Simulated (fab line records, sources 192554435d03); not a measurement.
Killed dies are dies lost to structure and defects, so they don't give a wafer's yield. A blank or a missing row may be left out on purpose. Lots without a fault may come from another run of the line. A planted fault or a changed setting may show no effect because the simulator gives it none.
Split-lot experiment | flow n5_finfet | 7 lots, 21 wafers read, on a route of 1938 steps

THE SPLIT
At N5_WELL_APT_COAT_02 (resist thk 950 nm), the setting spin_rpm was moved away from the recipe's 1357 rpm on 8 of the 21 wafers read, by -10.4% to +5.1%. The other wafers ran this setting at the recipe's value.

The reading is taken at the split's own step.

THE READING
coat_of_WELL_APT_COAT_02.thk_nm (the simulator's own value, which no gauge read), in nm, at N5_WELL_APT_COAT_02 (resist thk 950 nm). The file gives no usual value for it. The 13 wafers here that ran the recipe average 949.8 nm, standard deviation 2.6 nm.

wafer  | tool, chamber at the split | spin_rpm as run, rpm | against the recipe | coat_of_WELL_APT_COAT_02.thk_nm, nm | against lot-mates on the recipe
L075.2 | litho_track-01, 0          | 1357                 | recipe             | 951.5                               | -
L075.3 | litho_track-01, 0          | 1216                 | -10.4%             | 1004                                | +53.2
L075.6 | litho_track-01, 0          | 1357                 | recipe             | 950                                 | -
L079.3 | litho_track-03, 0          | 1426                 | +5.1%              | 923.2                               | no lot-mate on the recipe
L079.4 | litho_track-03, 0          | 1426                 | +5.1%              | 921.8                               | no lot-mate on the recipe
L079.6 | litho_track-03, 0          | 1426                 | +5.1%              | 926.4                               | no lot-mate on the recipe
L081.1 | litho_track-01, 0          | 1357                 | recipe             | 946.1                               | -
L081.2 | litho_track-01, 0          | 1357                 | recipe             | 947.6                               | -
L081.4 | litho_track-01, 0          | 1357                 | recipe             | 947.1                               | -
L088.1 | litho_track-03, 0          | 1357                 | recipe             | 950.2                               | -
L088.2 | litho_track-03, 0          | 1357                 | recipe             | 949.3                               | -
L088.4 | litho_track-03, 0          | 1357                 | recipe             | 946.9                               | -
L091.2 | litho_track-03, 0          | 1357                 | recipe             | 949.3                               | -
L091.4 | litho_track-03, 0          | 1277                 | -5.9%              | 978.8                               | +29.5
L091.6 | litho_track-03, 0          | 1277                 | -5.9%              | 977.8                               | +28.5
L095.1 | litho_track-01, 0          | 1357                 | recipe             | 953.3                               | -
L095.3 | litho_track-01, 0          | 1357                 | recipe             | 951.7                               | -
L095.4 | litho_track-01, 0          | 1357                 | recipe             | 955.5                               | -
L096.4 | litho_track-03, 0          | 1357                 | recipe             | 948.3                               | -
L096.5 | litho_track-03, 0          | 1273                 | -6.2%              | 979.8                               | +31.5
L096.6 | litho_track-03, 0          | 1273                 | -6.2%              | 979.5                               | +31.2

THE FIT
A straight line over all 21 wafers: coat_of_WELL_APT_COAT_02.thk_nm changes by -5.03 nm for each +1% of spin_rpm; r = -0.99; the points scatter about the line by 2.4 nm.
The same after taking each lot's own level away (the mean of its wafers on the recipe; 18 wafers): -5.06 nm for each +1%; r = -1.00; scatter 1.1 nm.
On that fit, the largest move of spin_rpm shifts the reading by 53 nm.
The lots' own levels span 946.93 to 953.50 nm, that is 2.5 times the standard deviation above.
So the lot-to-lot level changes the slope little: the two slopes agree.
Check: with one of the wafers moved furthest among these (-10.4%) left out of the fit, the line predicts +51.9 nm for it against its lot-mates. It came out at +53.2 nm against them.

THE FILE'S OWN FIT
coat_of_WELL_APT_COAT_02.thk_nm changes by -5.08 nm for each +1% of spin_rpm, r = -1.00.
